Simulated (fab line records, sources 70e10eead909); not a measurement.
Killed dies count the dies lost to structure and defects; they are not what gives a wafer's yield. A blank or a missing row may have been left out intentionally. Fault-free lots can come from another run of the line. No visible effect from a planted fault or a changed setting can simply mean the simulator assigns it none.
Chamber matching | flow nandHarc | 3 sister chambers for NHARC_A_STAIRCASE_DEP_301 on pecvd-04
The step deposits SiON, target thk 30 nm. 27 wafers are shown with their chamber, then 12 later ones without.

== WAFERS, EACH WITH ITS CHAMBER ==
wafer  | chamber | heaterPowerW (W)
L075.2 | 0       | 642
L075.4 | 1       | 745
L075.6 | 0       | 660
L076.3 | 2       | 736
L076.4 | 1       | 637
L076.5 | 2       | 742
L077.4 | 1       | 623
L077.5 | 2       | 743
L077.6 | 0       | 652
L081.2 | 1       | 759
L081.3 | 2       | 708
L081.5 | 0       | 624
L080.1 | 1       | 760
L080.2 | 0       | 566
L080.6 | 1       | 757
L080.3 | 2       | 770
L080.4 | 0       | 560
L080.5 | 2       | 737
L082.1 | 0       | 662
L082.3 | 1       | 752
L082.6 | 1       | 751
L084.1 | 1       | 770
L084.2 | 2       | 776
L084.4 | 0       | 640
L084.3 | 0       | 654
L084.5 | 1       | 762
L084.6 | 2       | 778

SIGNATURES, as means of the wafers listed above
reading      | chamber 0 | chamber 1 | chamber 2 | scatter within a chamber
heaterPowerW | 628.89    | 731.60    | 748.75    | 42.2
Rule: a wafer lies at a distance from a chamber equal to the root of the sum of squares, over the readings, of (its reading less the chamber's mean, divided by the reading's scatter). If the next closest chamber is less than 2 further off than the closest, the wafer can't be placed; otherwise it belongs to the closest. How the scatter is found: for the shown wafers, subtract from each reading the mean of its chamber, square and add these, divide the total by (wafers less chambers), then take the root.

== WAFERS MISSING THEIR CHAMBER ==
wafer  | heaterPowerW (W)
L087.4 | 675
L087.5 | 662
L087.6 | 705
L093.2 | 620
L093.4 | 794
L093.6 | 680
L092.1 | 756
L092.3 | 666
L092.4 | 655
L097.1 | 661
L097.2 | 773
L097.3 | 625

== CHAMBER TAKEN BY EACH ==
wafer  | from the rows above          | in truth
L087.4 | can't be placed: 0 or 1 or 2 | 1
L087.5 | can't be placed: 0 or 1 or 2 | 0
L087.6 | can't be placed: 1 or 2 or 0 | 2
L093.2 | 0                            | 0
L093.4 | can't be placed: 2 or 1      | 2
L093.6 | can't be placed: 0 or 1 or 2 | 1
L092.1 | can't be placed: 2 or 1      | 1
L092.3 | can't be placed: 0 or 1 or 2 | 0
L092.4 | can't be placed: 0 or 1 or 2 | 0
L097.1 | can't be placed: 0 or 1 or 2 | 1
L097.2 | can't be placed: 2 or 1      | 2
L097.3 | 0                            | 0
Placed correctly: 2 of 12. These rows do not allow placing 10 (true chamber among the candidates in 10). Wrongly placed: 0.
